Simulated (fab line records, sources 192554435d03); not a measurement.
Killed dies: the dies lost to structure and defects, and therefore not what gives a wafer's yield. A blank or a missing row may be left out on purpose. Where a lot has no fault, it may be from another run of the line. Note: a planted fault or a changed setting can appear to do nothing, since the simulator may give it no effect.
Chamber matching / flow n5_finfet / N5_BEOL_M5_DESCUM_16 on rie_diel-05 has 4 sister chambers
The step chemistry O2, time 7 s. 16 wafers are shown with their chamber, then 8 later ones without.

## WAFERS PAIRED WITH THEIR CHAMBERS
wafer=L075.1; chamber=2; drypump_motor_current_A (A)=5.9; showerhead_plenum_p_Torr (Torr)=2.12; throttle_valve_pct (%)=20.25
wafer=L075.5; chamber=3; drypump_motor_current_A (A)=6.4; showerhead_plenum_p_Torr (Torr)=2.05; throttle_valve_pct (%)=20.72
wafer=L075.6; chamber=0; drypump_motor_current_A (A)=5.8; showerhead_plenum_p_Torr (Torr)=2.04; throttle_valve_pct (%)=20.27
wafer=L079.2; chamber=3; drypump_motor_current_A (A)=6.4; showerhead_plenum_p_Torr (Torr)=2.05; throttle_valve_pct (%)=20.76
wafer=L079.4; chamber=1; drypump_motor_current_A (A)=5.7; showerhead_plenum_p_Torr (Torr)=2.16; throttle_valve_pct (%)=20.22
wafer=L079.6; chamber=1; drypump_motor_current_A (A)=5.7; showerhead_plenum_p_Torr (Torr)=2.16; throttle_valve_pct (%)=20.22
wafer=L080.4; chamber=0; drypump_motor_current_A (A)=5.8; showerhead_plenum_p_Torr (Torr)=2.04; throttle_valve_pct (%)=20.29
wafer=L080.5; chamber=3; drypump_motor_current_A (A)=6.4; showerhead_plenum_p_Torr (Torr)=2.05; throttle_valve_pct (%)=20.76
wafer=L080.6; chamber=0; drypump_motor_current_A (A)=5.8; showerhead_plenum_p_Torr (Torr)=2.04; throttle_valve_pct (%)=20.28
wafer=L088.2; chamber=3; drypump_motor_current_A (A)=6.4; showerhead_plenum_p_Torr (Torr)=2.05; throttle_valve_pct (%)=20.79
wafer=L088.4; chamber=2; drypump_motor_current_A (A)=5.9; showerhead_plenum_p_Torr (Torr)=2.12; throttle_valve_pct (%)=20.28
wafer=L088.6; chamber=0; drypump_motor_current_A (A)=5.8; showerhead_plenum_p_Torr (Torr)=2.04; throttle_valve_pct (%)=20.30
wafer=L087.1; chamber=1; drypump_motor_current_A (A)=5.7; showerhead_plenum_p_Torr (Torr)=2.15; throttle_valve_pct (%)=20.25
wafer=L087.4; chamber=2; drypump_motor_current_A (A)=5.9; showerhead_plenum_p_Torr (Torr)=2.11; throttle_valve_pct (%)=20.29
wafer=L087.5; chamber=2; drypump_motor_current_A (A)=5.8; showerhead_plenum_p_Torr (Torr)=2.11; throttle_valve_pct (%)=20.30
wafer=L090.3; chamber=2; drypump_motor_current_A (A)=5.9; showerhead_plenum_p_Torr (Torr)=2.11; throttle_valve_pct (%)=20.29

SIGNATURES, as means of the wafers listed above
reading=drypump_motor_current_A; chamber 0=5.800; chamber 1=5.700; chamber 2=5.880; chamber 3=6.400; scatter within a chamber=0.0258
reading=showerhead_plenum_p_Torr; chamber 0=2.0400; chamber 1=2.1567; chamber 2=2.1140; chamber 3=2.0500; scatter within a chamber=0.00394
reading=throttle_valve_pct; chamber 0=20.2850; chamber 1=20.2300; chamber 2=20.2820; chamber 3=20.7575; scatter within a chamber=0.0205
Rule: a wafer's distance from a chamber is the root of the sum, over the readings, of the square of ((its reading less the chamber's mean) divided by the reading's scatter). If the next closest chamber is less than 2 further off than the closest, the wafer can't be placed; otherwise it belongs to the closest. How the scatter is found: for the shown wafers, subtract from each reading the mean of its chamber, square and add these, divide the total by (wafers less chambers), then take the root.

## WAFERS WHOSE CHAMBER IS MISSING
wafer=L090.5; drypump_motor_current_A (A)=5.9; showerhead_plenum_p_Torr (Torr)=2.11; throttle_valve_pct (%)=20.29
wafer=L090.6; drypump_motor_current_A (A)=5.7; showerhead_plenum_p_Torr (Torr)=2.15; throttle_valve_pct (%)=20.24
wafer=L089.2; drypump_motor_current_A (A)=5.7; showerhead_plenum_p_Torr (Torr)=2.15; throttle_valve_pct (%)=20.26
wafer=L089.4; drypump_motor_current_A (A)=6.4; showerhead_plenum_p_Torr (Torr)=2.04; throttle_valve_pct (%)=20.78
wafer=L089.6; drypump_motor_current_A (A)=5.6; showerhead_plenum_p_Torr (Torr)=2.15; throttle_valve_pct (%)=20.25
wafer=L096.1; drypump_motor_current_A (A)=6.4; showerhead_plenum_p_Torr (Torr)=2.04; throttle_valve_pct (%)=20.79
wafer=L096.2; drypump_motor_current_A (A)=5.6; showerhead_plenum_p_Torr (Torr)=2.15; throttle_valve_pct (%)=20.26
wafer=L096.3; drypump_motor_current_A (A)=5.8; showerhead_plenum_p_Torr (Torr)=2.03; throttle_valve_pct (%)=19.91

## WHICH CHAMBER EACH ONE RAN IN
wafer=L090.5; from the rows above=2; in truth=2
wafer=L090.6; from the rows above=1; in truth=1
wafer=L089.2; from the rows above=1; in truth=1
wafer=L089.4; from the rows above=3; in truth=3
wafer=L089.6; from the rows above=1; in truth=1
wafer=L096.1; from the rows above=3; in truth=3
wafer=L096.2; from the rows above=1; in truth=1
wafer=L096.3; from the rows above=0; in truth=0
Correctly placed: 8 of 8. Left unplaced by these rows: 0. Wrongly placed: 0.
